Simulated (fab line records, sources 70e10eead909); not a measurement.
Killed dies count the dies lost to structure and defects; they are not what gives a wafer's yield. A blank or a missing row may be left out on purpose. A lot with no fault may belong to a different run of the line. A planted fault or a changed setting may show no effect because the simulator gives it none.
Chamber matching || flow nand harc || NHARC_P_GATE_DESCUM_93 on rie diel-03 has 4 sister chambers
The step chemistry O2, time 3 s. 18 wafers are shown with their chamber, then 9 later ones without.

WAFERS PAIRED WITH THEIR CHAMBERS
{"wafer": "L075.2", "chamber": 2, "showerhead plenum p Torr (Torr)": 2.05, "drypump motor current A (A)": 5.1, "oes product au (a.u.)": 1.014}
{"wafer": "L075.3", "chamber": 3, "showerhead plenum p Torr (Torr)": 1.94, "drypump motor current A (A)": 4.9, "oes product au (a.u.)": 0.988}
{"wafer": "L075.5", "chamber": 2, "showerhead plenum p Torr (Torr)": 2.05, "drypump motor current A (A)": 5.1, "oes product au (a.u.)": 1.011}
{"wafer": "L077.3", "chamber": 3, "showerhead plenum p Torr (Torr)": 1.95, "drypump motor current A (A)": 4.9, "oes product au (a.u.)": 0.989}
{"wafer": "L077.4", "chamber": 1, "showerhead plenum p Torr (Torr)": 1.87, "drypump motor current A (A)": 5.1, "oes product au (a.u.)": 1.003}
{"wafer": "L077.5", "chamber": 3, "showerhead plenum p Torr (Torr)": 1.94, "drypump motor current A (A)": 4.9, "oes product au (a.u.)": 0.998}
{"wafer": "L079.1", "chamber": 2, "showerhead plenum p Torr (Torr)": 2.05, "drypump motor current A (A)": 5.1, "oes product au (a.u.)": 1.008}
{"wafer": "L079.4", "chamber": 1, "showerhead plenum p Torr (Torr)": 1.87, "drypump motor current A (A)": 5.1, "oes product au (a.u.)": 1.003}
{"wafer": "L079.6", "chamber": 2, "showerhead plenum p Torr (Torr)": 2.05, "drypump motor current A (A)": 5.1, "oes product au (a.u.)": 1.004}
{"wafer": "L080.2", "chamber": 2, "showerhead plenum p Torr (Torr)": 2.05, "drypump motor current A (A)": 5.2, "oes product au (a.u.)": 0.998}
{"wafer": "L080.4", "chamber": 1, "showerhead plenum p Torr (Torr)": 1.87, "drypump motor current A (A)": 5.1, "oes product au (a.u.)": 1.002}
{"wafer": "L080.6", "chamber": 0, "showerhead plenum p Torr (Torr)": 2.02, "drypump motor current A (A)": 5.1, "oes product au (a.u.)": 0.988}
{"wafer": "L081.1", "chamber": 1, "showerhead plenum p Torr (Torr)": 1.87, "drypump motor current A (A)": 5.1, "oes product au (a.u.)": 1.004}
{"wafer": "L081.2", "chamber": 3, "showerhead plenum p Torr (Torr)": 1.94, "drypump motor current A (A)": 4.9, "oes product au (a.u.)": 1.003}
{"wafer": "L081.3", "chamber": 2, "showerhead plenum p Torr (Torr)": 2.05, "drypump motor current A (A)": 5.1, "oes product au (a.u.)": 0.990}
{"wafer": "L084.2", "chamber": 1, "showerhead plenum p Torr (Torr)": 1.87, "drypump motor current A (A)": 5.1, "oes product au (a.u.)": 1.007}
{"wafer": "L084.5", "chamber": 0, "showerhead plenum p Torr (Torr)": 2.02, "drypump motor current A (A)": 5.1, "oes product au (a.u.)": 1.003}
{"wafer": "L084.6", "chamber": 3, "showerhead plenum p Torr (Torr)": 1.94, "drypump motor current A (A)": 4.9, "oes product au (a.u.)": 0.991}

SIGNATURES, as means of the wafers listed above
{"reading": "showerhead plenum p Torr", "chamber 0": 2.0200, "chamber 1": 1.8700, "chamber 2": 2.0500, "chamber 3": 1.9420, "scatter within a chamber": 0.00239}
{"reading": "drypump motor current A", "chamber 0": 5.100, "chamber 1": 5.100, "chamber 2": 5.117, "chamber 3": 4.900, "scatter within a chamber": 0.0244}
{"reading": "oes product au", "chamber 0": 0.99550, "chamber 1": 1.00380, "chamber 2": 1.00417, "chamber 3": 0.99380, "scatter within a chamber": 0.00703}
Rule: for a wafer and a chamber, the distance is found by dividing, reading by reading, the gap between the wafer's reading and the chamber's mean by the reading's scatter, squaring, summing and taking the root. The wafer belongs to the nearest chamber; if the next one is less than 2 further off, it can't be placed. The scatter is the square root of a quotient: the sum, over the shown wafers, of each reading's squared deviation from its chamber's mean, divided by wafers minus chambers.

WAFERS WHOSE CHAMBER IS MISSING
{"wafer": "L087.4", "showerhead plenum p Torr (Torr)": 1.94, "drypump motor current A (A)": 5.0, "oes product au (a.u.)": 0.987}
{"wafer": "L087.5", "showerhead plenum p Torr (Torr)": 1.87, "drypump motor current A (A)": 5.1, "oes product au (a.u.)": 0.982}
{"wafer": "L087.6", "showerhead plenum p Torr (Torr)": 2.04, "drypump motor current A (A)": 5.1, "oes product au (a.u.)": 0.993}
{"wafer": "L092.1", "showerhead plenum p Torr (Torr)": 2.04, "drypump motor current A (A)": 5.2, "oes product au (a.u.)": 1.005}
{"wafer": "L092.5", "showerhead plenum p Torr (Torr)": 1.94, "drypump motor current A (A)": 5.0, "oes product au (a.u.)": 0.999}
{"wafer": "L092.6", "showerhead plenum p Torr (Torr)": 2.02, "drypump motor current A (A)": 5.1, "oes product au (a.u.)": 0.994}
{"wafer": "L094.1", "showerhead plenum p Torr (Torr)": 2.04, "drypump motor current A (A)": 5.2, "oes product au (a.u.)": 1.011}
{"wafer": "L094.2", "showerhead plenum p Torr (Torr)": 2.02, "drypump motor current A (A)": 5.2, "oes product au (a.u.)": 0.993}
{"wafer": "L094.5", "showerhead plenum p Torr (Torr)": 2.02, "drypump motor current A (A)": 5.2, "oes product au (a.u.)": 0.995}

THE CHAMBER EACH PASSED THROUGH
{"wafer": "L087.4", "from the rows above": 3, "in truth": 3}
{"wafer": "L087.5", "from the rows above": 1, "in truth": 1}
{"wafer": "L087.6", "from the rows above": 2, "in truth": 2}
{"wafer": "L092.1", "from the rows above": 2, "in truth": 2}
{"wafer": "L092.5", "from the rows above": 3, "in truth": 3}
{"wafer": "L092.6", "from the rows above": 0, "in truth": 0}
{"wafer": "L094.1", "from the rows above": 2, "in truth": 2}
{"wafer": "L094.2", "from the rows above": 0, "in truth": 0}
{"wafer": "L094.5", "from the rows above": 0, "in truth": 0}
Correct placement for 9 of the 9. From these rows, 0 cannot be placed. Placed wrongly: 0.
